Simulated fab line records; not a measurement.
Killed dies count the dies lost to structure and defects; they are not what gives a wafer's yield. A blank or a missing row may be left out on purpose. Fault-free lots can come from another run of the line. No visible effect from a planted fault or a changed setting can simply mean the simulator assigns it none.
fab line records    flow nandHarc
[record] lots = 13  wafers = 39  lastDay = 33
route steps=1302 shown P_GATE@197 A_BONDPAD@1236 THIN_TSV@1261 END@1302
lots that met no fault: taken from a fault-free run of the same line
startH: start of the lot's first displayed wafer, in hours after the record's first day    waitH: how many hours have passed since the lot's step before this one    " identical to the entry in the row above    L1.1+2: a row that stands for several wafers    - no value, or no start was given    * or withheld: withheld    < > ~ a bound
route shown NAME@n: NAME is a module with steps in the file, n the number in the route of the first one    usual: average and standard deviation across the fault-free wafers    same: alike in all rows    chamber/n: place in a boat    sites: per-site readings    _std_site: the values' standard deviation    _edge_site: the outer-site mean with the inner-site mean subtracted    radiusMm: how far each site lies from the wafer's centre    mask NAME#n: copy n    behind: tool/chamber where the wafer was last shaped    hold: the reason the lot was held/the length of the hold in hours/how it ended    device: the n, p or np transistor that did not switch    end of line: at the end of the route, the tests of the same wafers    a step given without rows: its recipe and nothing more    killed: the dies lost at the first sort to structure and to defects; this is not the yield of the wafer    map: the dies of a wafer, with x for killed, . for not killed, _ for no die there
set.NAME: the setting that was run; set.NAME@STEP: the one run at that earlier step    model.NAME: the simulator's own value behind a step, which no gauge read
a sample of lots followed through the steps of the route, with each step as a table and each wafer as a row
services: from which hour (startH, from the record's first day; less than 0 if before it) a tool's chamber was out of use, for how many hours, and why
[[steps]]
[step NHARC_P_GATE_EXPOSE_88]
[recipe] na = 0.6  targetCdNm = 2000  doseMj = 11.87  maskId = P_HVN
[usual] stageVelMmS = 499.99/0.25
lot.wafer  tool           chamber  startH  waitH  mask     stageVelMmS
L390.1     krfScanner-02  0        117.29  -      P_HVN#0  499.75
L390.2     "              0        "       "      P_HVN#0  499.70
L390.3     "              0        "       "      P_HVN#0  499.81
L391.1     krfScanner-04  0        135.01  -      P_HVN#0  500.03
L391.2     "              0        "       "      P_HVN#0  500.30
L391.4     "              0        "       "      P_HVN#0  500.30
L392.3     krfScanner-04  0        136.87  -      P_HVN#0  500.28
L392.5     "              0        "       "      P_HVN#0  500.20
L392.6     "              0        "       "      P_HVN#0  500.05
L393.1     krfScanner-04  0        142.70  -      P_HVN#0  499.89
L393.2     "              0        "       "      P_HVN#0  499.80
L393.3     "              0        "       "      P_HVN#0  499.75
L394.1     krfScanner-02  0        149.49  -      P_HVN#0  499.94
L394.4     "              0        "       "      P_HVN#0  499.99
L394.5     "              0        "       "      P_HVN#0  500.09
L395.4     krfScanner-04  0        162.28  -      P_HVN#0  500.02
L395.5     "              0        "       "      P_HVN#0  500.44
L395.6     "              0        "       "      P_HVN#0  499.89
L397.2     krfScanner-04  0        187.57  -      P_HVN#0  500.32
L397.3     "              0        "       "      P_HVN#0  499.96
L397.6     "              0        "       "      P_HVN#0  500.40
L398.2     krfScanner-03  0        187.78  -      P_HVN#0  500.38
L398.5     "              0        "       "      P_HVN#0  500.63
L398.6     "              0        "       "      P_HVN#0  500.20
L399.2     krfScanner-04  0        213.39  -      P_HVN#0  500.12
L399.4     "              0        "       "      P_HVN#0  499.84
L399.5     "              0        "       "      P_HVN#0  499.92
L401.2     krfScanner-04  0        222.10  -      P_HVN#0  500.34
L401.3     "              0        "       "      P_HVN#0  500.15
L401.4     "              0        "       "      P_HVN#0  500.50
L403.2     krfScanner-04  0        237.06  -      P_HVN#0  499.91
L403.3     "              0        "       "      P_HVN#0  500.38
L403.4     "              0        "       "      P_HVN#0  500.17
L412.3     krfScanner-03  0        331.11  -      P_HVN#0  499.89
L412.4     "              0        "       "      P_HVN#0  499.82
L412.5     "              0        "       "      P_HVN#0  499.87
L411.1     krfScanner-03  0        331.81  -      P_HVN#0  499.93
L411.4     "              0        "       "      P_HVN#0  499.55
L411.5     "              0        "       "      P_HVN#0  499.79
[step NHARC_A_BONDPAD_INSPECT_23]
[usual] rawDefectCount = 528/100
lot.wafer  tool              chamber  startH  waitH  rawDefectCount
L390.1     defectInspect-01  -        537.63  0.0    412
L390.2     "                 -        "       "      430
L390.3     "                 -        "       "      414
L391.1     defectInspect-01  -        540.13  0.0    594
L391.2     "                 -        "       "      549
L391.4     "                 -        "       "      478
L392.3     defectInspect-02  -        544.29  0.0    557
L392.5     "                 -        "       "      443
L392.6     "                 -        "       "      539
L393.1     defectInspect-01  -        557.52  0.0    527
L393.2     "                 -        "       "      541
L393.3     "                 -        "       "      467
L394.1     defectInspect-01  -        568.68  0.0    545
L394.4     "                 -        "       "      559
L394.5     "                 -        "       "      694
L395.4     defectInspect-02  -        594.48  0.1    425
L395.5     "                 -        "       "      398
L395.6     "                 -        "       "      481
L397.2     defectInspect-02  -        603.27  0.0    742
L397.3     "                 -        "       "      727
L397.6     "                 -        "       "      831
L398.2     defectInspect-02  -        609.39  0.0    515
L398.5     "                 -        "       "      518
L398.6     "                 -        "       "      455
L399.2     defectInspect-01  -        628.96  0.0    537
L399.4     "                 -        "       "      598
L399.5     "                 -        "       "      730
L401.2     defectInspect-02  -        635.90  0.0    504
L401.3     "                 -        "       "      555
L401.4     "                 -        "       "      732
L403.2     defectInspect-02  -        663.47  0.0    391
L403.3     "                 -        "       "      467
L403.4     "                 -        "       "      324
L411.1     defectInspect-02  -        743.87  0.0    447
L411.4     "                 -        "       "      590
L411.5     "                 -        "       "      615
L412.3     defectInspect-02  -        762.21  12.1   630
L412.4     "                 -        "       "      556
L412.5     "                 -        "       "      619
[step NHARC_THIN_TSV_DESCUM_14]
[recipe] timeS = 3  o2FlowSccm = 200  arFlowSccm = 0  biasPowerW = 0  chemistry = O2
[usual] drypumpMotorCurrentA = 5.8/0.47  oesProductAu = 1.001/0.0077  rfVppV = 57.7/1  showerheadPlenumPTorr = 1.88/0.084  throttleValvePct = 11.311/0.0093
lot.wafer  tool        chamber  startH  waitH  drypumpMotorCurrentA  oesProductAu  rfHoursCounterH  rfVppV  showerheadPlenumPTorr  throttleValvePct
L390.2     rieDiel-03  3        550.53  -      5.4                   1.012         6.1              57.0    1.84                   11.318
L390.1     "           1        "       "      6.1                   0.991         6.4              59.6    2.04                   11.318
L390.3     "           2        "       "      5.2                   0.995         6.2              59.7    1.88                   11.309
L391.4     rieDiel-09  1        551.72  -      5.7                   1.002         3.2              58.1    1.94                   11.323
L391.2     "           2        "       "      5.2                   1.004         2.6              58.9    1.82                   11.319
L391.1     "           3        "       "      5.6                   1.010         2.6              57.8    1.97                   11.306
L392.3     rieDiel-03  3        560.66  -      5.4                   0.999         -                57.3    1.84                   11.305
L392.5     "           2        "       "      5.2                   0.986         -                58.1    1.88                   11.301
L392.6     "           3        "       "      5.5                   1.010         -                58.5    1.84                   11.304
L393.2     rieDiel-03  3        569.94  -      5.4                   1.017         8.3              57.3    1.84                   11.309
L393.1     "           2        "       "      5.3                   0.998         8.4              55.7    1.88                   11.315
L393.3     "           3        "       "      5.4                   1.021         -                58.1    1.84                   11.315
L394.4     rieDiel-09  3        581.29  -      5.6                   1.013         4.3              58.8    1.97                   11.298
L394.1     "           1        "       "      5.7                   0.997         4.9              59.8    1.94                   11.317
L394.5     "           0        "       "      6.0                   1.001         -                56.1    1.79                   11.312
L395.4     rieDiel-08  2        604.48  -      5.7                   0.997         2.2              58.1    1.87                   11.318
L395.5     "           0        "       "      6.3                   0.996         -                57.0    1.81                   11.302
L395.6     "           1        "       "      6.8                   0.994         -                56.3    1.81                   11.308
L397.2     rieDiel-03  0        615.55  -      6.3                   1.003         7.0              57.4    1.80                   11.318
L397.3     "           2        "       "      5.3                   1.005         12.2             57.0    1.88                   11.313
L397.6     "           0        "       "      6.3                   0.994         -                59.0    1.80                   11.312
L398.2     rieDiel-08  2        622.08  -      5.6                   1.001         3.3              57.4    1.87                   11.290
L398.5     "           3        "       "      5.6                   0.995         -                59.7    2.02                   11.319
L398.6     "           0        "       "      6.4                   1.008         -                56.0    1.81                   11.307
L399.2     rieDiel-08  0        642.40  -      6.3                   1.010         3.7              58.0    1.81                   11.303
L399.4     "           3        "       "      5.6                   0.994         4.1              58.4    2.02                   11.299
L399.5     "           1        "       "      6.7                   1.004         -                57.3    1.81                   11.308
L401.2     rieDiel-08  2        649.06  -      5.6                   0.999         4.8              56.5    1.87                   11.328
L401.4     "           3        "       "      5.6                   0.992         4.7              59.0    2.02                   11.307
L401.3     "           0        "       "      6.3                   0.996         4.2              56.7    1.81                   11.319
L403.2     rieDiel-03  1        674.42  -      6.1                   1.006         2.7              57.5    2.03                   11.316
L403.3     "           2        "       "      5.3                   1.003         2.4              57.1    1.87                   11.293
L403.4     "           3        "       "      5.4                   1.009         2.3              57.6    1.84                   11.317
L411.1     rieDiel-09  0        765.04  -      6.0                   1.002         3.4              57.8    1.79                   11.316
L411.4     "           1        "       "      5.7                   0.996         3.9              57.8    1.94                   11.306
L411.5     "           0        "       "      6.0                   0.997         -                57.8    1.79                   11.313
L412.3     rieDiel-08  2        774.67  -      5.6                   1.000         1.3              57.3    1.87                   11.305
L412.4     "           0        "       "      6.4                   0.996         1.9              55.3    1.81                   11.314
L412.5     "           3        "       "      5.6                   1.001         -                58.4    2.02                   11.316
[step NHARC_THIN_TSV_STRIP_62]
[recipe] powerW = 1500  tempC = 250  timeS = 20  chemistry = N2/H2
[usual] drypumpMotorCurrentA = 5.5/0.35  heaterPowerW = 322/44
lot.wafer  tool            chamber  startH  waitH  drypumpMotorCurrentA  heaterPowerW  rfHoursCounterH
L390.2     plasmaAsher-01  0        553.20  -      5.1                   288           5
L390.1     "               1        "       "      5.6                   304           5
L390.3     "               0        "       "      5.2                   289           -
L391.2     plasmaAsher-02  0        554.15  -      5.2                   409           26
L391.1     "               1        "       "      6.0                   336           26
L391.4     "               1        "       "      6.1                   332           -
L392.3     plasmaAsher-02  1        563.50  -      6.0                   334           -
L392.5     "               0        "       "      5.2                   408           -
L392.6     "               1        "       "      6.0                   330           -
L393.1     plasmaAsher-01  0        572.75  -      5.1                   280           8
L393.2     "               1        "       "      5.6                   302           8
L393.3     "               0        "       "      5.1                   288           -
L394.1     plasmaAsher-02  0        583.80  -      5.2                   406           32
L394.4     "               1        "       "      6.0                   331           -
L394.5     "               0        "       "      5.2                   397           -
L395.4     plasmaAsher-01  0        607.30  -      5.1                   284           -
L395.5     "               0        "       "      5.1                   287           -
L395.6     "               1        "       "      5.6                   302           -
L397.2     plasmaAsher-01  1        618.12  -      5.6                   301           21
L397.3     "               1        "       "      5.7                   303           -
L397.6     "               0        "       "      5.1                   290           -
L398.2     plasmaAsher-02  0        624.50  -      5.2                   414           3
L398.6     "               1        "       "      6.0                   315           -
L398.5     "               0        "       "      5.2                   413           -
L399.2     plasmaAsher-01  1        644.84  -      5.6                   304           25
L399.4     "               1        "       "      5.6                   302           -
L399.5     "               1        "       "      5.6                   297           -
L401.2     plasmaAsher-02  0        651.50  -      5.2                   412           8
L401.3     "               0        "       "      5.2                   417           -
L401.4     "               1        "       "      6.1                   321           -
L403.2     plasmaAsher-01  1        676.85  -      5.6                   297           33
L403.3     "               1        "       "      5.7                   300           -
L403.4     "               0        "       "      5.1                   276           -
L411.1     plasmaAsher-02  1        767.48  -      6.1                   317           31
L411.4     "               0        "       "      5.2                   406           -
L411.5     "               0        "       "      5.3                   407           -
L412.4     plasmaAsher-01  0        777.67  -      5.1                   283           -
L412.3     "               1        "       "      5.6                   305           -
L412.5     "               0        "       "      5.1                   299           -
[step NHARC_END_SORT_01]
[recipe] tempC = 25
[usual] killedAtArray = 52/17  killedAtOther = 0.8/1.1  killedAtPeriphery = 3.2/2.2  killedDies = 57/17  killedOpen = 3.4/1.8  killedShort = 2.4/1.6
[same] grossDies = 677
lot.wafer  tool       chamber  startH  waitH  killedAtArray  killedAtOther  killedAtPeriphery  killedDies  killedOpen  killedShort
L401.2     prober-02  0        665.91  2.8    57             5              615                677         3           2
L401.3     prober-02  0        666.71  3.1    72             2              603                677         3           6
L401.4     prober-02  0        667.50  3.4    54             0              623                677         6           3
L403.2     prober-01  0        688.70  2.8    41             1              635                677         2           0
L403.3     prober-01  0        689.50  3.1    60             0              617                677         0           7
L403.4     prober-01  0        690.29  3.4    35             0              642                677         4           0
// killed by level:class
L401.2 P_GATE:overlay=615 A_CHANNEL_HOLE_D1:chamberFilmFlake=29 A_CHANNEL_HOLE_D2:chamberFilmFlake=14 A_CONTACT:chamberFilmFlake=6 THIN_TSV:chamberFilmFlake=3 A_DECK1_JOINT:chamberFilmFlake=2 A_SLIT:chamberFilmFlake=2 A_SOURCE_PLATE:geometricParticle:open=1
L401.3 P_GATE:overlay=596 A_CHANNEL_HOLE_D1:chamberFilmFlake=31 A_CHANNEL_HOLE_D2:chamberFilmFlake=20 A_CONTACT:chamberFilmFlake=7 P_CONTACT:chamberFilmFlake=5 A_SLIT:chamberFilmFlake=3 A_ONON_D1:geometricParticle:short=2 A_DECK1_JOINT:geometricParticle:short=2
L401.4 P_GATE:overlay=618 A_CHANNEL_HOLE_D1:chamberFilmFlake=26 A_CHANNEL_HOLE_D2:chamberFilmFlake=11 A_STAIRCASE:chamberFilmFlake=6 A_CONTACT:chamberFilmFlake=4 P_CONTACT:geometricParticle:open=2 A_DECK1_JOINT:geometricParticle:short=2 P_M0:geometricParticle:open=1
L403.2 P_GATE:overlay=635 A_CHANNEL_HOLE_D1:chamberFilmFlake=20 A_STAIRCASE:chamberFilmFlake=7 A_CONTACT:chamberFilmFlake=5 A_SLIT:chamberFilmFlake=4 A_ZERO_WELL:chamberFilmFlake=2 A_ONON_D1:geometricParticle:open=1 A_CHANNEL_FILL_D1:geometricParticle:open=1
L403.3 P_GATE:overlay=615 A_CHANNEL_HOLE_D1:chamberFilmFlake=37 A_CONTACT:chamberFilmFlake=4 A_STAIRCASE:chamberFilmFlake=4 A_BLC:chamberFilmFlake=3 A_CHANNEL_FILL_D2:geometricParticle:short=2 A_SLIT:chamberFilmFlake=2 A_WL_FILL:chamberFilmFlake=2
L403.4 P_GATE:overlay=642 A_CHANNEL_HOLE_D1:chamberFilmFlake=23 A_STAIRCASE:chamberFilmFlake=2 A_CONTACT:chamberFilmFlake=2 A_ONON_D1:geometricParticle:open=1 A_ONON_D2:geometricParticle:open=1 A_WL_FILL:geometricParticle:open=1 A_M0:geometricParticle:open=1
[[services]]
tool            chamber  startH  hours  kind
rieDiel-03      -        95.23   0.5    repair
rieDiel-03      -        104.34  9.0    pm
plasmaAsher-02  -        121.26  12.7   repair
plasmaAsher-01  -        170.55  9.0    pm
krfScanner-04   -        176.44  2.4    repair
krfScanner-04   -        182.00  4.0    pm
plasmaAsher-02  -        249.23  9.0    pm
plasmaAsher-01  -        281.59  2.3    repair
plasmaAsher-01  -        325.18  1.6    repair
plasmaAsher-01  -        347.55  9.0    pm
plasmaAsher-02  -        353.85  3.5    repair
krfScanner-04   -        354.00  4.0    pm
krfScanner-04   -        375.26  2.2    repair
plasmaAsher-02  -        426.23  9.0    pm
krfScanner-04   -        448.54  0.2    repair
plasmaAsher-01  -        524.55  9.0    pm
krfScanner-04   -        526.00  4.0    pm
plasmaAsher-02  -        603.23  9.0    pm
krfScanner-04   -        609.20  0.3    repair
krfScanner-04   -        684.14  0.9    repair
krfScanner-04   -        698.00  4.0    pm
plasmaAsher-01  -        701.55  9.0    pm
plasmaAsher-02  -        741.09  3.1    repair
plasmaAsher-02  -        768.96  1.9    repair
[[key]]
[firstSign] step = NHARC_END_SORT_01  reading = killedAtPeriphery  direction = up  sigmas = 99+  usual = 3.2  struck = 622.5
[effect] step = NHARC_END_SORT_01  reading = killedDies  direction = up  sigmas = 36  usual = 57  struck = 677
[moreKillsBornAt] NHARC_P_GATE_EXPOSE_88@krfScanner-04 = 3721
metAt NHARC_P_GATE_EXPOSE_88
struckLots L401,L403
testerLeftOut L401,L403
notActingAt NHARC_A_BONDPAD_INSPECT_23,NHARC_THIN_TSV_DESCUM_14,NHARC_THIN_TSV_STRIP_62
onsetBetween 213.39 222.10
[fault] kind = scannerMatchingOverlay  tool = krfScanner-04  chamber = -  onsetH = 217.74  steps = NHARC_P_GATE_EXPOSE_88  offset = 619.61
// testerLeftOut: of these lots the tester's yield and bins aren't shown, on N5 and GAA mostly nor the transistor test; their killed dies are dies lost to structure and defects alone, not to doping, threshold or leakage, so they don't give the yield
